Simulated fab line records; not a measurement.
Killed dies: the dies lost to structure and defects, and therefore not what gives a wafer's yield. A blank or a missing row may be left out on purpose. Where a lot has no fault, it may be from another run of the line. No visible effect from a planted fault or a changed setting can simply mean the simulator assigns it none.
fab line records | flow n5-finfet
[record] lots = 24 wafers = 72 last-day = 19
route steps=1938 shown BEOL_M13@1691 BEOL_M14@1732 BEOL_M15@1783
lots that met no fault: taken from a fault-free run of the same line
start-h: start of the lot's first displayed wafer, in hours after the record's first day | wait-h: hours elapsed since this lot's preceding step | " the same as in the row above | L1.1+2: one row covering several wafers at once | - either no value or no given start | * or withheld: withheld | < > ~ a bound
route shown NAME@n: a module of which the file shows steps, and the number in the route of the first | usual: the fault-free wafers' mean and standard deviation | same: alike in all rows | chamber/n: place in a boat | sites: each site's reading | _std_site: their standard deviation | _edge_site: inner sites' mean taken away from outer sites' mean | radius-mm: how far each site lies from the wafer's centre | mask NAME#n: copy n | behind: the tool/chamber that last shaped the wafer | hold: what put the lot on hold/how long, in hours/how the hold closed | device: transistor that didn't switch, given as n, p or np | end of line: tests run on the same wafers once the route is complete | step lacking rows: just its recipe | killed: dies lost to structure and defects at the first sort, not the wafer's yield | map: the dies of a wafer, with x for killed, . for not killed, _ for no die there
set.NAME: the setting that was run; set.NAME@STEP: the one run at that earlier step | model.NAME: the simulator's own value behind a step, which no gauge read
a sample of lots followed through the steps of the route, with each step as a table and each wafer as a row
services: a tool's chamber out of use, with start hour (start-h, from the record's first day; less than 0 if before it), hours out, and reason
[[steps]]
[step N5_BEOL_M13_INSPECT_30]
[recipe] mode = adi inspect-instrument = macro
[usual] raw-defect-count = 2.1/1.6
// columns lot.wafer tool chamber start-h wait-h raw-defect-count
L074.1 defect-inspect-02 - 235.68 0.0 2
L074.4 " - " " 3
L074.6 " - " " 4
L075.2 defect-inspect-02 - 243.08 0.0 1
L075.4 " - " " 2
L075.5 " - " " 2
L077.1 defect-inspect-02 - 251.57 0.0 4
L077.2 " - " " 2
L077.4 " - " " 3
L078.1 defect-inspect-01 - 254.68 0.0 3
L078.2 " - " " 0
L078.4 " - " " 1
L079.1 defect-inspect-01 - 266.89 0.0 2
L079.4 " - " " 1
L079.6 " - " " 2
L080.2 defect-inspect-01 - 274.25 0.0 2
L080.3 " - " " 1
L080.4 " - " " 3
L082.3 defect-inspect-01 - 285.81 0.0 2
L082.4 " - " " 0
L082.6 " - " " 0
L081.3 defect-inspect-01 - 287.79 0.0 2
L081.4 " - " " 4
L081.6 " - " " 1
L083.2 defect-inspect-01 - 306.90 0.0 2
L083.5 " - " " 2
L083.6 " - " " 5
L084.1 defect-inspect-01 - 311.39 0.0 2
L084.3 " - " " 2
L084.5 " - " " 4
L086.1 defect-inspect-01 - 311.81 0.0 4
L086.2 " - " " 3
L086.3 " - " " 3
L085.2 defect-inspect-01 - 317.17 0.0 2
L085.4 " - " " 1
L085.6 " - " " 2
L087.1 defect-inspect-01 - 321.11 0.0 2
L087.2 " - " " 2
L087.5 " - " " 2
L089.1 defect-inspect-01 - 326.56 0.0 6
L089.4 " - " " 5
L089.6 " - " " 2
L088.1 defect-inspect-01 - 331.65 0.0 0
L088.4 " - " " 1
L088.5 " - " " 1
L090.1 defect-inspect-02 - 334.68 0.0 0
L090.5 " - " " 1
L090.6 " - " " 0
L091.1 defect-inspect-01 - 349.26 0.0 6
L091.2 " - " " 2
L091.4 " - " " 3
L092.2 defect-inspect-02 - 349.42 0.0 1
L092.4 " - " " 6
L092.5 " - " " 3
L093.2 defect-inspect-02 - 351.57 0.0 3
L093.4 " - " " 1
L093.6 " - " " 2
L094.4 defect-inspect-01 - 378.90 0.0 1
L094.5 " - " " 1
L094.6 " - " " 2
L076.2 defect-inspect-01 - 382.38 0.0 4
L076.3 " - " " 3
L076.5 " - " " 2
L095.1 defect-inspect-01 - 387.15 0.0 1
L095.3 " - " " 5
L095.6 " - " " 4
L097.1 defect-inspect-01 - 400.43 0.0 0
L097.3 " - " " 3
L097.6 " - " " 3
L096.1 defect-inspect-02 - 419.33 0.0 3
L096.3 " - " " 1
L096.4 " - " " 0
[step N5_BEOL_M13_DEGAS_41]
[recipe] ambient = vacuum temp-c = 250 time-s = 60
[usual] heater-power-w = 322/23
// columns lot.wafer tool chamber start-h wait-h heater-power-w
L074.1 pvd-sputter-02 - 237.95 0.4 333
L074.4 " - " " 315
L074.6 " - " " 308
L075.2 pvd-sputter-03 - 244.50 0.1 272
L075.4 " - " " 332
L075.5 " - " " 353
L077.1 pvd-sputter-03 - 263.29 0.0 328
L077.2 " - " " 267
L077.4 " - " " 335
L078.1 pvd-sputter-03 - 263.61 0.0 328
L078.2 " - " " 273
L078.4 " - " " 358
L079.1 pvd-sputter-01 - 270.66 0.2 300
L079.4 " - " " 359
L079.6 " - " " 350
L080.2 pvd-sputter-02 - 277.37 0.3 300
L080.3 " - " " 300
L080.4 " - " " 334
L082.3 pvd-sputter-02 - 287.83 0.3 335
L082.4 " - " " 303
L082.6 " - " " 342
L081.3 pvd-sputter-02 - 289.12 0.1 303
L081.4 " - " " 336
L081.6 " - " " 313
L083.2 pvd-sputter-02 - 310.00 1.1 305
L083.5 " - " " 303
L083.6 " - " " 308
L084.1 pvd-sputter-02 - 313.80 0.4 315
L084.3 " - " " 332
L084.5 " - " " 305
L086.1 pvd-sputter-01 - 313.88 0.4 303
L086.2 " - " " 355
L086.3 " - " " 327
L085.2 pvd-sputter-01 - 319.57 0.0 298
L085.4 " - " " 364
L085.6 " - " " 298
L087.1 pvd-sputter-02 - 323.50 0.2 306
L087.2 " - " " 335
L087.5 " - " " 338
L089.1 pvd-sputter-03 - 328.24 0.2 352
L089.4 " - " " 275
L089.6 " - " " 355
L088.1 pvd-sputter-01 - 335.04 0.2 334
L088.4 " - " " 366
L088.5 " - " " 365
L090.1 pvd-sputter-02 - 338.19 0.2 348
L090.5 " - " " 310
L090.6 " - " " 332
L091.1 pvd-sputter-01 - 350.52 0.2 305
L091.2 " - " " 327
L091.4 " - " " 352
L092.2 pvd-sputter-03 - 350.69 0.3 347
L092.4 " - " " 344
L092.5 " - " " 326
L093.2 pvd-sputter-03 - 354.31 0.2 344
L093.4 " - " " 269
L093.6 " - " " 313
L094.4 pvd-sputter-02 - 380.09 0.3 307
L094.5 " - " " 314
L094.6 " - " " 340
L076.2 pvd-sputter-01 - 383.95 0.6 301
L076.3 " - " " 364
L076.5 " - " " 355
L095.1 pvd-sputter-02 - 389.82 0.2 303
L095.3 " - " " 332
L095.6 " - " " 332
L097.1 pvd-sputter-01 - 401.71 0.3 302
L097.3 " - " " 352
L097.6 " - " " 310
L096.1 pvd-sputter-03 - 420.82 0.3 338
L096.3 " - " " 265
L096.4 " - " " 356
[step N5_BEOL_M14_STRIP_63]
[recipe] chemistry = O2 power-w = 600 temp-c = 60 pressure-mtorr = 30 rf-frequency-hz = 6e+07 bias-power-w = 0 overash-fraction = 0.3 o2-flow-sccm = 225
[usual] drypump-motor-current-A = 5.57/0.26 oes-product-au = 0.79/0.075 rf-vpp-V = 3.5/0.91 showerhead-plenum-p-Torr = 2.11/0.067 throttle-valve-pct = 16.68/0.26
// columns lot.wafer tool chamber start-h wait-h drypump-motor-current-A oes-product-au rf-hours-counter-h rf-vpp-V showerhead-plenum-p-Torr throttle-valve-pct
L074.1 rie-diel-01 0 - - 5.73 0.80 81 2.5 2.21 16.35
L074.4 " 1 " " 5.46 0.74 - 3.7 2.17 16.89
L074.6 " 3 " " 5.51 0.85 - 3.2 2.03 16.27
L075.2 rie-diel-01 0 - - 5.76 0.82 86 4.4 2.21 16.37
L075.4 " 0 " " 5.77 0.81 - 3.5 2.21 16.41
L075.5 " 3 " " 5.48 0.85 - 4.5 2.03 16.30
L077.1 rie-diel-01 3 - - 5.51 0.83 76 2.5 2.03 16.31
L077.2 " 2 " " 5.68 0.96 2 3.5 2.17 16.73
L077.4 " 1 " " 5.48 0.73 211 4.4 2.16 16.89
L078.1 rie-diel-06 1 - - 5.63 0.69 250 3.4 2.13 17.11
L078.2 " 0 " " 5.91 0.81 97 4.8 2.00 16.35
L078.4 " 3 " " 5.13 0.69 202 4.1 2.18 17.19
L079.1 rie-diel-06 3 - - 5.11 0.68 205 6.0 2.18 17.20
L079.4 " 3 " " 5.16 0.70 - 3.2 2.18 17.19
L079.6 " 0 " " 5.91 0.80 - 2.0 2.00 16.38
L080.2 rie-diel-06 3 - - 5.11 0.69 208 4.4 2.18 17.21
L080.3 " 2 " " 5.48 0.80 107 4.8 2.09 16.63
L080.4 " 0 " " 5.90 0.80 - 4.4 2.00 16.36
L082.3 rie-diel-01 3 - - 5.51 0.83 86 2.7 2.02 16.31
L082.4 " 0 " " 5.75 0.81 102 3.7 2.21 16.37
L082.6 " 0 " " 5.71 0.79 - 3.5 2.21 16.39
L081.3 rie-diel-01 3 - - 5.52 0.83 86 2.5 2.02 16.36
L081.4 " 0 " " 5.70 0.78 103 3.0 2.21 16.38
L081.6 " 2 " " 5.68 0.93 - 2.9 2.17 16.72
L083.2 rie-diel-03 2 - - 6.27 0.69 249 3.4 2.09 17.02
L083.5 " 0 " " 5.25 0.88 - 3.5 2.14 16.78
L083.6 " 1 " " 5.78 0.74 - 2.7 2.12 16.77
L084.1 rie-diel-03 1 - - 5.78 0.74 166 3.5 2.12 16.79
L084.3 " 3 " " 5.14 0.69 211 4.0 2.09 16.85
L084.5 " 0 " " 5.30 0.87 - 3.8 2.14 16.77
L086.1 rie-diel-01 1 - - 5.49 0.71 230 3.6 2.16 16.93
L086.2 " 0 " " 5.76 0.78 112 3.5 2.20 16.40
L086.3 " 3 " " 5.51 0.82 95 5.5 2.02 16.34
L085.2 rie-diel-03 1 - - 5.77 0.75 169 2.2 2.12 16.78
L085.4 " 1 " " 5.74 0.74 - 3.5 2.12 16.79
L085.6 " 0 " " 5.34 0.87 - 3.1 2.14 16.77
L087.1 rie-diel-06 3 - - 5.13 0.67 222 2.5 2.17 17.21
L087.2 " 2 " " 5.52 0.77 123 1.5 2.09 16.65
L087.5 " 2 " " 5.49 0.78 - 5.0 2.09 16.64
L089.1 rie-diel-06 1 - - 5.63 0.90 17 4.0 2.13 16.64
L089.4 " 3 " " 5.14 0.67 224 2.4 2.17 17.25
L089.6 " 3 " " 5.10 0.68 - 4.6 2.17 17.19
L088.1 rie-diel-01 1 - - 5.48 0.71 237 4.3 2.15 16.96
L088.4 " 3 " " 5.50 0.81 101 4.5 2.02 16.35
L088.5 " 1 " " 5.46 0.72 - 4.3 2.15 16.93
L090.1 rie-diel-01 2 - - 5.67 0.89 29 3.4 2.16 16.77
L090.5 " 2 " " 5.65 0.90 - 3.6 2.16 16.74
L090.6 " 3 " " 5.53 0.81 - 3.9 2.02 16.37
L091.1 rie-diel-06 3 - - 5.12 0.66 233 3.6 2.17 17.26
L091.2 " 1 " " 5.65 0.90 25 2.7 2.12 16.67
L091.4 " 2 " " 5.50 0.76 134 3.8 2.08 16.67
L092.2 rie-diel-06 3 - - 5.12 0.67 233 3.8 2.17 17.25
L092.4 " 2 " " 5.51 0.78 134 3.5 2.08 16.70
L092.5 " 2 " " 5.51 0.78 - 3.9 2.08 16.69
L093.2 rie-diel-01 2 - - 5.68 0.89 35 3.0 2.16 16.76
L093.4 " 1 " " 5.46 0.71 242 3.9 2.15 16.98
L093.6 " 2 " " 5.66 0.88 - 2.4 2.16 16.76
L094.4 rie-diel-03 1 - - 5.76 0.72 190 4.2 2.11 16.81
L094.5 " 2 " " 6.31 0.94 - 3.6 2.08 16.60
L094.6 " 1 " " 5.78 0.71 - 5.1 2.11 16.84
L076.2 rie-diel-01 3 - - 5.49 0.80 116 3.6 2.01 16.38
L076.3 " 2 " " 5.67 0.87 44 4.5 2.16 16.78
L076.5 " 0 " " 5.75 0.77 - 4.2 2.19 16.43
L095.1 rie-diel-03 3 - - 5.14 0.68 239 3.7 2.08 16.91
L095.3 " 2 " " 6.27 0.94 19 2.9 2.08 16.63
L095.6 " 1 " " 5.79 0.72 - 3.9 2.11 16.83
L097.1 rie-diel-01 0 - - 5.73 0.76 141 3.5 2.19 16.46
L097.3 " 1 " " 5.49 0.93 3 3.3 2.15 16.49
L097.6 " 2 " " 5.68 0.85 - 2.9 2.15 16.78
L096.1 rie-diel-06 2 - - 5.51 0.75 160 4.6 2.07 16.72
L096.3 " 1 " " 5.68 0.87 49 3.1 2.12 16.71
L096.4 " 0 " " 5.90 0.75 - 3.4 1.98 16.47
[step N5_BEOL_M14_OVL_MEAS_29]
[recipe] points-per-wafer = 44
[usual] M14_OVL = -3/5.7
[same] points-per-wafer = 44
// columns lot.wafer tool chamber start-h wait-h M14_OVL[nm]
L074.1 overlay-01 0 240.71 0.0 -7
L074.4 " 0 " " -11
L074.6 " 0 " " -11
L075.2 overlay-01 0 247.72 0.0 -9
L075.4 " 0 " " -6
L075.5 " 0 " " -6
L077.1 overlay-02 0 266.22 0.0 4
L077.2 " 0 " " -7
L077.4 " 0 " " -1
L078.1 overlay-01 0 266.29 0.0 -1
L078.2 " 0 " " -8
L078.4 " 0 " " -6
L079.1 overlay-01 0 273.57 0.0 1
L079.4 " 0 " " 4
L079.6 " 0 " " -6
L080.2 overlay-01 0 280.62 0.0 -4
L080.3 " 0 " " -3
L080.4 " 0 " " 1
L082.3 overlay-02 0 290.67 0.0 -3
L082.4 " 0 " " -1
L082.6 " 0 " " 1
L081.3 overlay-01 0 292.25 0.0 -1
L081.4 " 0 " " 0
L081.6 " 0 " " -9
L083.2 overlay-01 0 312.83 0.0 -9
L083.5 " 0 " " -5
L083.6 " 0 " " -6
L084.1 overlay-01 0 316.66 0.0 2
L084.3 " 0 " " -11
L084.5 " 0 " " -8
L086.1 overlay-01 0 317.11 0.1 -3
L086.2 " 0 " " 0
L086.3 " 0 " " -4
L085.2 overlay-01 0 322.86 0.0 -2
L085.4 " 0 " " 6
L085.6 " 0 " " -2
L087.1 overlay-01 0 326.59 0.0 -5
L087.2 " 0 " " 2
L087.5 " 0 " " 0
L089.1 overlay-01 0 331.07 0.0 11
L089.4 " 0 " " 12
L089.6 " 0 " " 10
L088.1 overlay-01 0 337.90 0.1 -11
L088.4 " 0 " " -9
L088.5 " 0 " " -4
L090.1 overlay-01 0 341.58 0.0 2
L090.5 " 0 " " -1
L090.6 " 0 " " -6
L091.1 overlay-02 0 353.40 0.0 -9
L091.2 " 0 " " -14
L091.4 " 0 " " -7
L092.2 overlay-01 0 353.66 0.0 -3
L092.4 " 0 " " -5
L092.5 " 0 " " -5
L093.2 overlay-02 0 357.32 0.0 8
L093.4 " 0 " " 3
L093.6 " 0 " " 0
L094.4 overlay-01 0 383.33 0.0 -8
L094.5 " 0 " " -3
L094.6 " 0 " " -12
L076.2 overlay-01 0 386.67 0.0 -3
L076.3 " 0 " " -4
L076.5 " 0 " " -5
L095.1 overlay-01 0 392.53 0.0 -10
L095.3 " 0 " " 2
L095.6 " 0 " " -3
L097.1 overlay-01 0 404.85 0.0 -3
L097.3 " 0 " " -4
L097.6 " 0 " " -3
L096.1 overlay-01 0 424.05 0.0 -1
L096.3 " 0 " " -12
L096.4 " 0 " " -6
[step N5_BEOL_M15_CD_MEAS_10]
[recipe] target-cd-nm = 360 landing-energy-ev = 500 detector = se-inlens polarity = opening
[usual] cd-nm = 360.0/2.1
// columns lot.wafer tool chamber start-h wait-h cd-nm
L074.1 cd-sem-02 0 246.43 - 362.6
L074.4 " 0 " " 359.9
L074.6 " 0 " " 362.6
L075.2 cd-sem-03 0 254.51 - 359.9
L075.4 " 0 " " 359.9
L075.5 " 0 " " 361.6
L077.1 cd-sem-03 0 272.54 - 357.3
L077.2 " 0 " " 357.9
L077.4 " 0 " " 358.9
L078.1 cd-sem-02 0 272.67 - 361.7
L078.2 " 0 " " 360.5
L078.4 " 0 " " 359.1
L079.1 cd-sem-03 0 277.03 - 360.7
L079.4 " 0 " " 361.1
L079.6 " 0 " " 364.6
L080.2 cd-sem-03 0 284.19 - 362.6
L080.3 " 0 " " 362.4
L080.4 " 0 " " 362.1
L082.3 cd-sem-02 0 295.94 - 357.5
L082.4 " 0 " " 358.1
L082.6 " 0 " " 359.5
L081.3 cd-sem-01 0 296.32 - 360.2
L081.4 " 0 " " 360.3
L081.6 " 0 " " 361.0
L083.2 cd-sem-01 0 318.21 - 360.9
L083.5 " 0 " " 361.9
L083.6 " 0 " " 361.6
L084.1 cd-sem-02 0 321.04 - 358.0
L084.3 " 0 " " 359.5
L084.5 " 0 " " 356.3
L086.1 cd-sem-01 0 321.62 - 356.8
L086.2 " 0 " " 359.2
L086.3 " 0 " " 360.0
L085.2 cd-sem-01 0 326.33 - 359.1
L085.4 " 0 " " 358.3
L085.6 " 0 " " 358.9
L087.1 cd-sem-02 0 334.03 - 362.5
L087.2 " 0 " " 358.3
L087.5 " 0 " " 359.2
L089.1 cd-sem-03 0 334.33 - 359.2
L089.4 " 0 " " 359.5
L089.6 " 0 " " 356.8
L088.1 cd-sem-02 0 343.73 - 354.3
L088.4 " 0 " " 358.2
L088.5 " 0 " " 357.5
L090.1 cd-sem-03 0 346.71 - 359.1
L090.5 " 0 " " 357.9
L090.6 " 0 " " 359.1
L091.1 cd-sem-02 0 357.00 - 360.8
L091.2 " 0 " " 360.6
L091.4 " 0 " " 360.6
L092.2 cd-sem-02 0 357.62 - 360.2
L092.4 " 0 " " 360.6
L092.5 " 0 " " 361.0
L093.2 cd-sem-01 0 360.60 - 359.4
L093.4 " 0 " " 360.3
L093.6 " 0 " " 360.2
L094.4 cd-sem-01 0 387.35 - 362.4
L094.5 " 0 " " 359.7
L094.6 " 0 " " 361.3
L076.2 cd-sem-03 0 391.44 - 360.9
L076.3 " 0 " " 361.1
L076.5 " 0 " " 359.6
L095.1 cd-sem-02 0 396.12 - 361.4
L095.3 " 0 " " 361.7
L095.6 " 0 " " 360.6
L097.1 cd-sem-02 0 408.63 - 358.8
L097.3 " 0 " " 360.5
L097.6 " 0 " " 357.7
L096.1 cd-sem-02 0 427.24 - 361.7
L096.3 " 0 " " 361.7
L096.4 " 0 " " 362.9
[step N5_BEOL_M15_VIA_ETCH_16]
[recipe] chemistry = C4F8/O2/Ar target = SiO2 he-inner-torr = 15 he-outer-torr = 30 target-depth-a = 17922 time-s = withheld ion-energy-ev = 800 pressure-mtorr = 20 source-w = 1905 bias-w = 2040 Ar_flow_sccm = 400 C4F8_flow_sccm = 16 O2_flow_sccm = 12 ends = cleared
[usual] drypump-motor-current-A = 5.5/0.41 oes-product-au = 0.71/0.069 rf-vpp-V = 2236/48 showerhead-plenum-p-Torr = 3.45/0.11 throttle-valve-pct = 31.08/0.22
// columns lot.wafer tool chamber start-h wait-h drypump-motor-current-A oes-product-au rf-vpp-V showerhead-plenum-p-Torr throttle-valve-pct
L074.1 rie-diel-05 1 246.60 0.0 6.2 0.71 2241 3.45 30.99
L074.4 " 3 " " 5.4 0.66 2227 3.32 31.00
L074.6 " 2 " " 5.7 0.66 2130 3.26 30.86
L075.2 rie-diel-05 3 254.69 0.0 5.4 0.66 2227 3.32 31.01
L075.4 " 0 " " 5.0 0.83 2270 3.52 31.45
L075.5 " 1 " " 6.2 0.71 2241 3.45 31.01
L077.1 rie-diel-05 1 272.71 0.0 6.2 0.71 2240 3.45 31.00
L077.2 " 2 " " 5.6 0.65 2130 3.26 30.88
L077.4 " 1 " " 6.2 0.70 2239 3.45 31.00
L078.1 rie-diel-02 1 272.84 0.0 6.0 0.78 2231 3.49 31.46
L078.2 " 3 " " 5.7 0.81 2199 3.66 31.03
L078.4 " 0 " " 5.6 0.69 2204 3.47 31.27
L079.1 rie-diel-05 3 277.36 0.0 5.4 0.65 2228 3.32 31.00
L079.4 " 1 " " 6.2 0.72 2238 3.45 31.02
L079.6 " 3 " " 5.4 0.66 2228 3.32 31.00
L080.2 rie-diel-02 2 284.37 0.0 5.8 0.66 2308 3.56 30.93
L080.3 " 0 " " 5.5 0.69 2201 3.47 31.25
L080.4 " 1 " " 6.1 0.77 2229 3.49 31.46
L082.3 rie-diel-02 1 296.23 0.0 6.0 0.77 2229 3.49 31.46
L082.4 " 0 " " 5.5 0.69 2202 3.47 31.26
L082.6 " 1 " " 6.1 0.77 2228 3.49 31.45
L081.3 rie-diel-04 1 296.49 0.0 5.0 0.65 2261 3.56 31.02
L081.4 " 0 " " 5.4 0.63 2290 3.55 30.68
L081.6 " 1 " " 5.0 0.64 2262 3.56 31.01
L083.2 rie-diel-05 1 318.50 0.0 6.2 0.70 2239 3.44 31.03
L083.5 " 1 " " 6.2 0.69 2239 3.44 31.02
L083.6 " 2 " " 5.7 0.64 2131 3.25 30.89
L084.1 rie-diel-04 0 321.22 0.0 5.4 0.64 2288 3.55 30.71
L084.3 " 1 " " 5.0 0.65 2261 3.55 31.03
L084.5 " 1 " " 5.0 0.64 2262 3.55 31.02
L086.1 rie-diel-04 3 321.80 0.0 5.4 0.82 2253 3.36 30.81
L086.2 " 2 " " 5.0 0.77 2273 3.51 31.20
L086.3 " 0 " " 5.4 0.64 2287 3.55 30.72
L085.2 rie-diel-04 0 326.50 0.0 5.4 0.64 2288 3.54 30.69
L085.4 " 1 " " 5.0 0.64 2261 3.55 31.03
L085.6 " 2 " " 5.0 0.77 2273 3.51 31.19
L087.1 rie-diel-05 0 334.43 0.0 5.0 0.80 2269 3.51 31.45
L087.2 " 2 " " 5.7 0.64 2129 3.25 30.89
L087.5 " 0 " " 4.9 0.80 2268 3.51 31.44
L089.1 rie-diel-02 3 334.84 0.0 5.7 0.78 2198 3.65 31.05
L089.4 " 1 " " 6.0 0.75 2230 3.48 31.46
L089.6 " 1 " " 6.0 0.75 2229 3.48 31.49
L088.1 rie-diel-05 1 343.90 0.0 6.2 0.69 2239 3.44 31.01
L088.4 " 3 " " 5.3 0.64 2227 3.31 31.02
L088.5 " 2 " " 5.7 0.64 2130 3.24 30.91
L090.1 rie-diel-02 2 346.88 0.0 5.7 0.65 2308 3.55 30.97
L090.5 " 3 " " 5.7 0.78 2198 3.65 31.07
L090.6 " 2 " " 5.8 0.64 2308 3.55 30.97
L091.1 rie-diel-04 2 357.18 0.0 5.0 0.75 2272 3.50 31.21
L091.2 " 0 " " 5.5 0.63 2287 3.54 30.72
L091.4 " 3 " " 5.4 0.83 2251 3.36 30.83
L092.2 rie-diel-02 1 358.26 0.0 6.1 0.74 2227 3.48 31.48
L092.4 " 3 " " 5.7 0.77 2199 3.65 31.05
L092.5 " 3 " " 5.7 0.76 2200 3.65 31.04
L093.2 rie-diel-05 2 360.77 0.0 5.7 0.64 2133 3.24 30.92
L093.4 " 3 " " 5.4 0.64 2227 3.30 31.03
L093.6 " 3 " " 5.3 0.64 2227 3.30 31.04
L094.4 rie-diel-02 1 387.52 0.0 6.0 0.73 2226 3.47 31.49
L094.5 " 1 " " 6.0 0.73 2228 3.47 31.48
L094.6 " 2 " " 5.7 0.64 2305 3.54 30.98
L076.2 rie-diel-04 1 391.62 0.0 5.0 0.64 2261 3.54 31.07
L076.3 " 2 " " 5.0 0.75 2271 3.49 31.21
L076.5 " 3 " " 5.3 0.81 2251 3.35 30.85
L095.1 rie-diel-05 3 396.30 0.0 5.4 0.63 2226 3.30 31.02
L095.3 " 0 " " 5.0 0.77 2269 3.50 31.45
L095.6 " 3 " " 5.4 0.63 2225 3.30 31.02
L097.1 rie-diel-05 0 408.82 0.0 5.0 0.77 2269 3.50 31.47
L097.3 " 1 " " 6.2 0.67 2237 3.43 31.04
L097.6 " 3 " " 5.4 0.63 2225 3.29 31.02
L096.1 rie-diel-05 1 427.85 0.0 6.2 0.67 2238 3.42 31.05
L096.3 " 3 " " 5.3 0.63 2224 3.29 31.04
L096.4 " 3 " " 5.4 0.63 2225 3.29 31.04
[[services]]
// columns tool chamber start-h hours kind
rie-diel-04 1 214.95 6.7 repair
rie-diel-04 1 222.61 13.5 repair
rie-diel-05 1 230.47 5.5 repair
rie-diel-02 1 230.65 2.4 repair
rie-diel-06 - 232.17 14.6 pm
rie-diel-01 2 232.53 - clean
rie-diel-01 2 232.53 - consumable-replace:focus-ring
rie-diel-01 2 232.53 27.3 scheduled-down
rie-diel-05 3 263.47 13.5 repair
rie-diel-03 2 263.59 3.8 repair
rie-diel-02 3 294.20 9.6 repair
pvd-sputter-02 - 302.85 7.1 repair
rie-diel-03 0 317.64 4.0 repair
pvd-sputter-01 - 320.59 12.8 repair
rie-diel-04 3 330.35 22.4 repair
rie-diel-01 1 338.06 3.9 repair
rie-diel-03 1 354.52 4.8 repair
rie-diel-03 - 372.66 0.1 repair
rie-diel-02 0 375.55 2.3 repair
rie-diel-05 2 392.86 3.8 repair
rie-diel-06 3 400.20 6.6 repair
pvd-sputter-02 - 406.65 1.3 repair
rie-diel-05 0 415.19 13.2 repair
rie-diel-06 3 417.07 6.8 repair
[[key]]
fault none
